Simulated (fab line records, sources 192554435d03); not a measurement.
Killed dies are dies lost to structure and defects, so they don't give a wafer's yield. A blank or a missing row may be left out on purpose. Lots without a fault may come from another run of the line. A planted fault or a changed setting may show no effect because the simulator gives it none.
fab line records | flow n5_finfet
record lots=11 wafers=32 last_day=17
route steps=1938 shown BEOL_M11@1551 PASSIVATION@1936
lots that met no fault: from a run of the same line without faults
start_h: hours from the record's first day to the start of the lot's first wafer shown | wait_h: hours since the lot's step before | " the same as in the row above | L1.1+2: a row that stands for several wafers | - no value, or no start given | * or withheld: withheld | < > ~ a bound
route shown NAME@n: a module of which the file shows steps, and the number in the route of the first | usual: mean/standard deviation of fault-free wafers | same: alike in all rows | chamber/n: place in a boat | sites: the reading at each site | _std_site: their standard deviation | _edge_site: outer sites' mean less inner sites' | radius_mm: how far each site lies from the wafer's centre | mask NAME#n: copy n | behind: the tool/chamber that last shaped the wafer | hold: why the lot was held/for how many hours/how that ended | device: the transistor (n, p or np) that didn't switch | end of line: the same wafers' tests at the end of the route | a step without rows: its recipe alone | killed: dies lost to structure and defects at the first sort, not the wafer's yield | map: a wafer's dies, x killed, . not, _ none there
set.NAME: the setting as run; set.NAME@STEP: as run at that earlier step | model.NAME: the simulator's own value behind a step, which no gauge read
steps of the route over a sample of lots; a table a step, a row a wafer
services: from which hour (start_h, from the record's first day; less than 0 if before it) a tool's chamber was out of use, for how many hours, and why
## steps
# step N5_BEOL_M11_INSPECT_13
# recipe mode=adi inspect_instrument=brightfield
# usual raw_defect_count=439/110
# columns lot.wafer tool chamber start_h wait_h raw_defect_count
L103.2 defect_inspect-02 - 236.96 0.0 747
L103.5 " - " " 431
L105.2 defect_inspect-01 - 237.27 0.0 398
L105.5 " - " " 365
L105.6 " - " " 426
L107.3 defect_inspect-02 - 266.90 0.0 272
L107.4 " - " " 319
L107.6 " - " " 419
L110.1 defect_inspect-02 - 279.32 0.0 443
L110.4 " - " " 502
L110.6 " - " " 414
L111.2 defect_inspect-02 - 298.35 0.0 464
L111.5 " - " " 301
L111.6 " - " " 371
L117.1 defect_inspect-02 - 325.96 0.0 422
L117.2 " - " " 326
L117.3 " - " " 224
L120.2 defect_inspect-02 - 330.31 0.0 315
L120.3 " - " " 405
L120.6 " - " " 334
L119.2 defect_inspect-01 - 330.52 0.0 440
L119.3 " - " " 399
L119.6 " - " " 322
L123.1 defect_inspect-01 - 351.18 0.0 533
L123.5 " - " " 392
L123.6 " - " " 487
L125.1 defect_inspect-02 - 359.70 0.0 500
L125.3 " - " " 433
L125.4 " - " " 484
L126.2 defect_inspect-01 - 368.76 0.0 366
L126.4 " - " " 361
L126.5 " - " " 564
# step N5_BEOL_M11_DESCUM_33
# recipe chemistry=O2 time_s=7.9 source_power_w=50 bias_power_w=20 pressure_mtorr=20 rf_frequency_hz=2.712e+07 temp_c=40 resist=CAR-ArF o2_flow_sccm=225
# usual drypump_motor_current_A=5.4/0.46 oes_product_au=0.83/0.089 rf_fwd_power_W=49.29/0.23 rf_vpp_V=243.7/1.4 showerhead_plenum_p_Torr=2.13/0.071 throttle_valve_pct=20.41/0.28
# columns lot.wafer tool chamber start_h wait_h drypump_motor_current_A oes_product_au rf_fwd_power_W rf_hours_counter_h rf_vpp_V showerhead_plenum_p_Torr throttle_valve_pct
L105.2 rie_diel-06 3 240.31 0.0 4.8 0.69 49.03 233 242.9 2.16 20.54
L105.5 " 0 " " 4.8 0.73 49.51 - 240.6 1.98 20.66
L105.6 " 1 " " 5.8 0.88 49.11 - 242.8 2.07 20.47
L103.2 rie_diel-04 1 240.72 0.3 5.3 0.74 49.48 175 242.7 2.10 20.49
L103.5 " 1 " " 5.4 0.73 49.70 - 243.2 2.10 20.50
L107.3 rie_diel-04 0 269.84 0.0 5.6 0.89 49.19 49 244.0 2.12 20.09
L107.4 " 2 " " 5.2 0.83 48.87 64 242.9 2.13 20.18
L107.6 " 3 " " 5.8 0.71 49.12 - 244.2 2.18 21.17
L110.1 rie_diel-04 0 281.83 0.0 5.6 0.89 49.10 52 243.6 2.12 20.09
L110.4 " 1 " " 5.3 0.73 49.38 188 243.2 2.09 20.52
L110.6 " 3 " " 5.9 0.71 49.25 - 243.0 2.17 21.17
L111.2 rie_diel-02 0 299.64 0.3 5.8 0.87 49.13 56 245.3 2.21 20.26
L111.5 " 1 " " 6.0 0.90 49.19 - 244.6 2.25 20.03
L111.6 " 2 " " 5.5 1.00 49.22 - 242.7 2.16 20.40
L117.1 rie_diel-04 1 328.67 0.0 5.3 0.71 49.37 203 241.7 2.09 20.54
L117.2 " 2 " " 5.3 0.81 48.92 84 245.0 2.13 20.22
L117.3 " 0 " " 5.6 0.87 49.04 68 243.8 2.11 20.13
L120.2 rie_diel-04 1 331.81 0.2 5.4 0.70 49.59 205 242.5 2.09 20.55
L120.3 " 0 " " 5.6 0.85 49.40 70 243.6 2.11 20.13
L120.6 " 1 " " 5.3 0.70 49.31 - 243.8 2.09 20.56
L119.2 rie_diel-04 2 333.42 0.0 5.2 0.80 49.12 86 243.0 2.13 20.23
L119.3 " 1 " " 5.3 0.71 49.63 206 241.9 2.09 20.56
L119.6 " 1 " " 5.3 0.71 49.42 - 241.8 2.09 20.56
L123.1 rie_diel-02 1 353.83 0.1 6.0 0.87 49.19 34 244.2 2.24 20.05
L123.5 " 0 " " 5.8 0.86 49.16 - 245.7 2.21 20.28
L123.6 " 1 " " 6.0 0.87 49.21 - 245.8 2.24 20.05
L125.1 rie_diel-06 2 362.82 0.0 4.6 0.85 49.84 54 245.6 2.19 20.32
L125.3 " 1 " " 5.8 0.82 48.98 - 240.8 2.05 20.55
L125.4 " 2 " " 4.6 0.85 49.75 - 244.5 2.19 20.31
L126.2 rie_diel-06 0 372.59 0.0 4.8 1.00 49.49 0 246.5 2.23 20.32
L126.4 " 1 " " 5.8 0.81 49.09 83 241.5 2.05 20.54
L126.5 " 0 " " 4.8 1.00 49.40 - 244.9 2.23 20.31
# step N5_BEOL_M11_ETCH_66
# recipe chemistry=N2/H2 target=SOC target_depth_a=1200 overetch_a=240 mask_material=SiARC temp_c=40 time_s=180 ion_energy_ev=200 pressure_mtorr=30 source_w=840 bias_w=150 n2_flow_sccm=200 h2_flow_sccm=200
# usual drypump_motor_current_A=5.4/0.46 oes_product_au=0.66/0.069 rf_fwd_power_W=836.1/2.9 rf_vpp_V=524.9/2.6 run_length_s=203.3/0.41 showerhead_plenum_p_Torr=2.58/0.091 throttle_valve_pct=17.8/0.31
# columns lot.wafer tool chamber start_h wait_h drypump_motor_current_A oes_product_au rf_fwd_power_W rf_hours_counter_h rf_vpp_V run_length_s showerhead_plenum_p_Torr throttle_valve_pct
L105.2 rie_diel-06 3 240.40 0.0 4.8 0.56 833.3 233 524.7 203.1 2.63 18.0
L105.5 " 0 " " 4.8 0.58 844.2 - 521.2 202.8 2.41 18.0
L105.6 " 1 " " 5.8 0.70 828.4 - 521.3 203.6 2.47 17.5
L103.2 rie_diel-04 1 240.80 0.0 5.3 0.60 836.4 175 524.0 202.5 2.55 18.0
L103.5 " 1 " " 5.4 0.60 840.2 - 524.2 202.9 2.55 18.0
L107.3 rie_diel-04 0 269.93 0.0 5.6 0.71 836.9 49 525.3 204.0 2.58 17.4
L107.4 " 2 " " 5.2 0.67 835.3 64 523.8 203.3 2.58 17.6
L107.6 " 3 " " 5.9 0.57 833.7 - 526.1 203.0 2.59 18.2
L110.1 rie_diel-04 0 281.92 0.0 5.6 0.71 835.1 52 525.5 204.2 2.58 17.4
L110.4 " 1 " " 5.3 0.59 837.5 188 523.8 203.4 2.54 18.0
L110.6 " 3 " " 5.8 0.57 834.5 - 525.8 203.5 2.59 18.3
L111.2 rie_diel-02 0 299.72 0.0 5.8 0.69 831.8 56 526.7 203.0 2.69 17.7
L111.5 " 1 " " 6.0 0.75 840.3 - 527.6 203.4 2.68 17.0
L111.6 " 2 " " 5.5 0.80 834.5 - 526.5 203.5 2.62 17.7
L117.1 rie_diel-04 1 328.76 0.0 5.4 0.53 838.9 203 522.6 236.5 2.53 18.0
L117.2 " 2 " " 5.2 0.60 838.6 84 524.1 236.8 2.57 17.7
L117.3 " 0 " " 5.6 0.63 837.3 68 524.2 238.1 2.57 17.4
L120.2 rie_diel-04 1 331.89 0.0 5.3 0.54 836.9 205 522.1 236.5 2.53 18.0
L120.3 " 0 " " 5.6 0.63 836.2 70 524.0 238.3 2.57 17.4
L120.6 " 1 " " 5.3 0.53 836.0 - 522.3 236.5 2.53 18.0
L119.2 rie_diel-04 2 333.50 0.0 5.2 0.59 845.2 86 523.7 236.6 2.57 17.7
L119.3 " 1 " " 5.4 0.53 837.8 206 523.9 236.4 2.53 18.0
L119.6 " 1 " " 5.4 0.52 836.6 - 523.0 236.4 2.53 18.0
L123.1 rie_diel-02 1 353.91 0.0 6.0 0.71 835.9 34 528.3 203.6 2.67 17.0
L123.5 " 0 " " 5.8 0.67 834.1 - 527.4 203.4 2.68 17.7
L123.6 " 1 " " 6.0 0.70 835.5 - 527.2 202.8 2.67 17.0
L125.1 rie_diel-06 2 362.94 0.1 4.7 0.66 842.7 54 527.7 203.5 2.69 17.9
L125.3 " 1 " " 5.8 0.65 837.2 - 522.3 203.3 2.45 17.5
L125.4 " 2 " " 4.7 0.67 842.0 - 528.5 203.5 2.69 17.9
L126.2 rie_diel-06 0 372.68 0.0 4.8 0.80 838.2 0 528.5 203.2 2.72 17.6
L126.4 " 1 " " 5.8 0.66 835.1 83 522.3 203.3 2.45 17.5
L126.5 " 0 " " 4.8 0.81 832.3 - 528.4 202.9 2.72 17.6
# step N5_BEOL_M11_CD_MEAS_35
# recipe target_cd_nm=70 polarity=opening
# usual cd_nm=69.9/0.62
# columns lot.wafer tool chamber start_h wait_h cd_nm
L105.2 cd_sem-02 - 240.96 0.0 69.3
L105.5 " - " " 69.4
L105.6 " - " " 69.0
L103.2 cd_sem-01 - 241.36 0.0 69.9
L103.5 " - " " 70.6
L107.3 cd_sem-02 - 270.49 0.0 70.4
L107.4 " - " " 69.3
L107.6 " - " " 69.5
L110.1 cd_sem-01 - 282.48 0.0 69.9
L110.4 " - " " 69.4
L110.6 " - " " 69.7
L111.2 cd_sem-03 - 300.28 0.0 70.1
L111.5 " - " " 68.9
L111.6 " - " " 70.6
L117.1 cd_sem-02 - 329.32 0.0 69.8
L117.2 " - " " 70.0
L117.3 " - " " 69.2
L120.2 cd_sem-03 - 332.46 0.0 70.0
L120.3 " - " " 69.2
L120.6 " - " " 69.0
L119.2 cd_sem-03 - 334.06 0.0 70.4
L119.3 " - " " 70.1
L119.6 " - " " 69.9
L123.1 cd_sem-02 - 354.48 0.0 70.5
L123.5 " - " " 70.2
L123.6 " - " " 70.7
L125.1 cd_sem-02 - 363.70 0.0 69.0
L125.3 " - " " 69.5
L125.4 " - " " 70.3
L126.2 cd_sem-02 - 373.24 0.0 71.0
L126.4 " - " " 70.8
L126.5 " - " " 70.6
# step N5_PASSIVATION_PROBE_49
# usual defect_limited_yield=90.9/1.6 killed_at_M0_to_M3=34/11 killed_at_M4_up=14/5.7 killed_at_contacts=13/6.5 killed_at_front_end=43/11 killed_at_other=4/3.1 killed_dies=107/19 killed_open=71/14 killed_short=35/7.9 sort_bin_5_function=5.3/1.1 sort_bin_6_memory=3.4/0.74 sort_bin_8_speed=0.00/0.014 sort_n_pass=1073/19
# same gross_dies=1180 killed_at_back_side=0 sort_bin_4_leakage[%]=0
# columns lot.wafer tool chamber start_h wait_h defect_limited_yield[%] killed_at_M0_to_M3 killed_at_M4_up killed_at_contacts killed_at_front_end killed_at_other killed_dies killed_open killed_short sort_bin_5_function[%] sort_bin_6_memory[%] sort_bin_8_speed[%] sort_n_pass
L111.2 prober-01 - 345.71 0.1 88.5 28 21 21 60 6 136 94 42 6.5 4.6 0 1044
L111.5 prober-01 - 345.86 0.2 90.8 29 10 20 44 5 108 73 35 5.0 3.6 0 1072
L111.6 prober-01 - 345.91 0.3 90.8 22 20 22 43 1 108 77 31 6.0 2.9 0 1072
# killed by level:class
L111.2 FIN_SAQP:geometric_particle:open=30 MOL_CONTACT_COAG:geometric_particle:open=19 FIN_SAQP:geometric_particle:short=11 BEOL_M4:geometric_particle:open=11 BEOL_M2:geometric_particle:open=6 BEOL_M2:geometric_particle:short=5 BEOL_M0_SAQP:geometric_particle:short=5 BEOL_M1:geometric_particle:open=5
L111.5 MOL_CONTACT_COAG:geometric_particle:open=16 BEOL_M2:geometric_particle:open=13 FIN_SAQP:geometric_particle:open=12 FIN_SAQP:geometric_particle:short=7 STI_FIN_REVEAL:geometric_particle:open=7 GATE_CUT:geometric_particle:short=7 BEOL_M4:geometric_particle:open=5 MOL_CONTACT_COAG:geometric_particle:short=4
L111.6 MOL_CONTACT_COAG:geometric_particle:open=19 FIN_SAQP:geometric_particle:open=18 BEOL_M4:geometric_particle:open=10 BEOL_M1:geometric_particle:open=8 FIN_SAQP:geometric_particle:short=7 STI_FIN_REVEAL:geometric_particle:open=4 BEOL_M2:geometric_particle:open=4 BEOL_M4:geometric_particle:short=4
## services
# columns tool chamber start_h hours kind
rie_diel-02 1 217.11 - clean
rie_diel-02 1 217.11 - consumable_replace:focus_ring
rie_diel-02 1 217.11 - consumable_replace:showerhead
rie_diel-02 1 217.11 28.9 scheduled_down
rie_diel-02 1 217.11 28.9 vent_cycle
rie_diel-06 1 224.30 2.0 repair
rie_diel-04 0 239.88 1.8 repair
rie_diel-02 1 252.83 7.7 repair
rie_diel-06 2 287.31 3.1 repair
rie_diel-06 3 298.34 - clean
rie_diel-06 3 298.34 - consumable_replace:focus_ring
rie_diel-04 3 322.86 - clean
rie_diel-04 3 322.86 - consumable_replace:focus_ring
rie_diel-04 3 322.86 13.7 scheduled_down
rie_diel-04 3 322.86 13.7 vent_cycle
rie_diel-06 3 340.10 5.4 repair
rie_diel-06 0 345.68 - clean
rie_diel-06 0 345.68 - consumable_replace:esc
rie_diel-06 0 345.68 - consumable_replace:focus_ring
rie_diel-06 0 345.68 - consumable_replace:showerhead
rie_diel-06 0 345.68 25.6 scheduled_down
rie_diel-06 0 345.68 25.6 vent_cycle
rie_diel-02 3 348.83 14.2 repair
rie_diel-06 3 361.08 4.9 repair
## key
first_sign step=N5_BEOL_M11_ETCH_66 reading=run_length_s direction=up sigmas=82 usual=* struck=*
effect none on later readings
met_at N5_BEOL_M11_ETCH_66
struck_lots L117,L119,L120
not_acting_at N5_BEOL_M11_INSPECT_13,N5_BEOL_M11_DESCUM_33,N5_BEOL_M11_CD_MEAS_35
onset_between 281.92 328.76
fault kind=process_parameter_drift tool=rie_diel-04 chamber=- onset_h=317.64 steps=N5_BEOL_M11_ETCH_66 channel=time_s offset=* shape=step end_h=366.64 acts_in=* stated=*
